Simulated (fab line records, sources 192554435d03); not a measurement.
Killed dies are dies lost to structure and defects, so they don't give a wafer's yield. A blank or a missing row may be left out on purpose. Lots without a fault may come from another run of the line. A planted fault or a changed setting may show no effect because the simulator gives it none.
Problem report in the 8D (eight disciplines) form, filled by code | flow n5_finfet | the parts of the form that need people (team, actions taken, sign-off) are left out

1. THE PROBLEM
M3_THK at N5_BEOL_M3_THK_MEAS_53 reads a mean of 33.4 nm on 3 wafers of 3 lots; wafers without a fault read 40.4 nm with a standard deviation of 1.4. That is -5.0 standard deviations from the usual mean.
The step: measures by xrf.
First seen on wafer L882.2, day 11 14:32, on film_metro-01. The record holds 24 wafers of 9 lots with a number at this step. Rule for "out", or "out of limits": more than 4 standard deviations from the usual mean. The other wafers with a number count as sound.

2. WHAT IT IS AND WHAT IT IS NOT
question                    | is                     | is not
which readings at this step | M3_THK                 | -
which lots                  | L882, L884, L886       | L867, L873, L880, L881, L883, L889
which wafers of those lots  | L882.2, L884.2, L886.2 | L882.6, L884.1, L886.1
read on which gauges        | film_metro-01          | film_metro-02
when                        | from day 11 14:32      | up to then (13 sound wafers); but 8 sound wafers of L883, L884, L886, L889 came after

3. SUSPECTS, AND WHAT RULES EACH OUT
Counting: a tool at a process step up to the reading stays a suspect if it ran every lot that is out. Sound lots after the first of them don't rule it out here, since some wafers of a struck lot are sound.
- the gauge at N5_BEOL_M3_THK_MEAS_53: kept. All the wafers that are out were read on film_metro-01, and no step on other tools shows them out.
- pecvd-03 at N5_BEOL_M2_DEP_57 (deposits SiCN from 3MS/NH3, target thk 8 nm, time 14 s): kept. It ran every lot that is out, first L882 (day 11 06:34); its last sound lot up to then is L881 (day 11 03:19).
Left after counting: pecvd-03 at N5_BEOL_M2_DEP_57, film_metro-01 at N5_BEOL_M3_THK_MEAS_53.

4. THE CAUSE (what the simulator had put in)
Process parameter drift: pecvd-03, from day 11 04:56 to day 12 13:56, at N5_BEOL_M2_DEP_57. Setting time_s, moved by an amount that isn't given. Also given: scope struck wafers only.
Counting left 2 suspects, and this tool is among them.

5. THE CHAIN OF EFFECTS, in route order
Each row: a reading whose mean over the struck wafers that have a number lies more than 3 standard deviations from the usual. Only readings for which the record gives a usual standard deviation are gone through. hours: the time from each lot's start at the first step in this table that gives one to its start at this step, as a median over the lots. sigmas: the change in usual standard deviations.
hours | step                   | reading          | usual        | on struck wafers | change | sigmas
0     | N5_BEOL_M3_THK_MEAS_53 | M3_THK           | 40.4 nm      | 33.4             | -7.0   | -5.0
0     | N5_BEOL_M3_RS_MEAS_58  | M3_RS            | 0.662 ohm/sq | 0.841            | +0.179 | +6.2
10    | N5_BEOL_M4_RC_MEAS_101 | SERP_M3          | 195 ohm/um   | 236              | +41    | +3.4
10    | N5_BEOL_M4_RC_MEAS_101 | SERP_M3_max_site | 207 ohm/um   | 253              | +46    | +3.3

6. WHAT WOULD HAVE CAUGHT IT SOONER
In this record the first reading out of limits at a measuring or inspecting step was taken at day 11 14:32, 10 hours after the fault began at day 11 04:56.
Of the tool readings at N5_BEOL_M2_DEP_57 for which the record gives a usual standard deviation, none was out on any struck wafer, so an alarm limit of 4 standard deviations on them would not have fired.
Of the lots that are out (3), L884, L886 began N5_BEOL_M2_DEP_57 on pecvd-03 after day 11 14:32. A hold on the tool at that time would have spared those 2.
